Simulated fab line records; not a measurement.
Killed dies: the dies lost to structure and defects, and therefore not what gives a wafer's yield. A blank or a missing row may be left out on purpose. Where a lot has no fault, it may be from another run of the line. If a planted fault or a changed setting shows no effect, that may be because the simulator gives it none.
A struck lot beside a sound one :: flow n5-finfet :: 17 steps out of a route of 1938
Sound: the wafers L152.2, L152.3, L152.4. Wafers L158.2, L158.3, L158.5 were the ones struck. The cause is given at the end.
For every step that has rows: the tool of each side, followed by ch and its chambers, followed by its first start. Under that, the readings that differ: sound wafers :: struck wafers :: difference of the means :: sigmas: that difference in standard deviations of wafers without a fault.
alike: readings with means less than 2 such deviations apart, plus words and numbers identical on both sides. not compared: withheld readings, readings lacking a value on some wafer, bounds such as >300 that could conceal the same value, and numbers that have no deviation in the record and whose values overlap.
The two part at a step that has a row with sigmas, a row that says differs or no value, or rows on one side only. Numbers that have no deviation but don't overlap get no sigmas and don't part them. A reading that every wafer of one side lacks parts them only if that side has two wafers or more.

first, 8 steps without rows for these wafers: N5_PASSIVATION_HMDS_03 (time 60 s); N5_PASSIVATION_COAT_04; N5_PASSIVATION_EBR_06; N5_PASSIVATION_SOFTBAKE_05 (time 90 s); N5_PASSIVATION_EXPOSE_07 (exposes mask TV, defocus 0 nm, target cd 3000 nm); N5_PASSIVATION_PEB_08; N5_PASSIVATION_DEVELOP_09 (develop time 60 s); N5_PASSIVATION_HARDBAKE_11 (time 120 s).
N5_PASSIVATION_CD_MEAS_10: target cd 3000 nm.
  sound on cd-sem-03 ch 0, day 12 17:45; struck on cd-sem-02 ch 0, day 13 22:03
  alike: cd-nm
N5_PASSIVATION_OVL_MEAS_60:
  sound on overlay-01 ch 0, day 12 17:47; struck on overlay-01 ch 0, day 13 22:05
  alike: TV_OVL
N5_PASSIVATION_INSPECT_61: inspects for defects (macro).
  struck on defect-inspect-02, day 13 22:07; sound on defect-inspect-02, day 12 17:49
  alike: raw-defect-count
N5_PASSIVATION_DESCUM_12: chemistry O2, time 7.9 s.
  sound on rie-diel-04 ch 0,1,2, day 12 17:58; struck on rie-diel-04 ch 0,1,2, day 13 22:13
  alike: bias-power-w, drypump-motor-current-A, oes-product-au, rf-vpp-V, showerhead-plenum-p-Torr, throttle-valve-pct
  not compared: rf-hours-counter-h
N5_PASSIVATION_PASS_ETCH_74: etches SiNx in CF4/O2, target depth 220 nm, time 110 s.
  sound on rie-diel-04 ch 0,1,2, day 12 18:01; struck on rie-diel-04 ch 0,1,2, day 13 22:17
reading: oes_f_703_au (a.u.)
sound: 0.97 0.77 0.72
struck: 0.91 0.96 1.18
difference: +0.20
sigmas: +2

reading: rf-fwd-power-W (W)
sound: 531.0 534.7 532.5
struck: 658.8 659.0 660.9
difference: +126.8
sigmas: +70

reading: rf-vpp-V (V)
sound: 245 235 246
struck: 219 209 221
difference: -26
sigmas: -5

reading: model.etch.depth-nm (nm)
sound: 225.7 213.8 225.2
struck: 272.2 259.6 269.9
difference: +45.7
sigmas: 

reading: model.TV_OPEN.cd-offset-nm (nm)
sound: -0.6 -0.4 -0.4
struck: -2.4 -2.2 -2.8
difference: -2.0
sigmas: 
  alike: drypump-motor-current-A, oes-product-au, showerhead-plenum-p-Torr, throttle-valve-pct
  not compared: rf-hours-counter-h, model.coat_of_PASSIVATION_COAT_04.thk-nm
N5_PASSIVATION_VIA_ETCH_13: etches SiO2 in CHF3/O2, target depth 660 nm, time 330 s.
  sound on rie-diel-04 ch 0,1,2, day 12 18:07; struck on rie-diel-04 ch 0,1,2, day 13 22:22
  alike: drypump-motor-current-A, etch-rf-on-time-s, oes_f_703_au, oes-product-au, rf-fwd-power-W, rf-vpp-V, showerhead-plenum-p-Torr, throttle-valve-pct
  not compared: rf-hours-counter-h, model.coat_of_PASSIVATION_COAT_04.thk-nm
N5_PASSIVATION_STRIP_14: strips in O2.
  sound on rie-diel-04 ch 0,1,2, day 12 18:19; struck on rie-diel-04 ch 0,1,2, day 13 22:34
  alike: drypump-motor-current-A, oes-product-au, rf-vpp-V, showerhead-plenum-p-Torr, throttle-valve-pct
  not compared: rf-hours-counter-h
N5_PASSIVATION_ETCH_15: etches SiCN in CF4/N2, target depth 75 nm, time 81.2 s.
  sound: rie-diel-04 ch 0,1,2; struck: rie-diel-04 ch 0,1,2
reading: model.TV_OPEN.cd-offset-nm (nm)
sound: 1.8 1.6 1
struck: -1 -1 -0.8
difference: -2
sigmas: 
  alike: drypump-motor-current-A, oes-product-au, rf-fwd-power-W, rf-vpp-V, showerhead-plenum-p-Torr, throttle-valve-pct
  not compared: rf-hours-counter-h
then, 1 step without rows for these wafers: N5_PASSIVATION_STRIP_73 (strips in post etch residue remover, time 60 s).

WHERE THEY PART
At N5_PASSIVATION_PASS_ETCH_74 and nowhere else, as far as this record goes. Later steps at which nothing parts them and some readings are alike: N5_PASSIVATION_VIA_ETCH_13, N5_PASSIVATION_STRIP_14, N5_PASSIVATION_ETCH_15.

WHY: what had been put in by the simulator
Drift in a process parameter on rie-diel-04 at N5_PASSIVATION_PASS_ETCH_74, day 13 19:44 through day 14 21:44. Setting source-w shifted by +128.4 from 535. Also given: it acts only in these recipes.
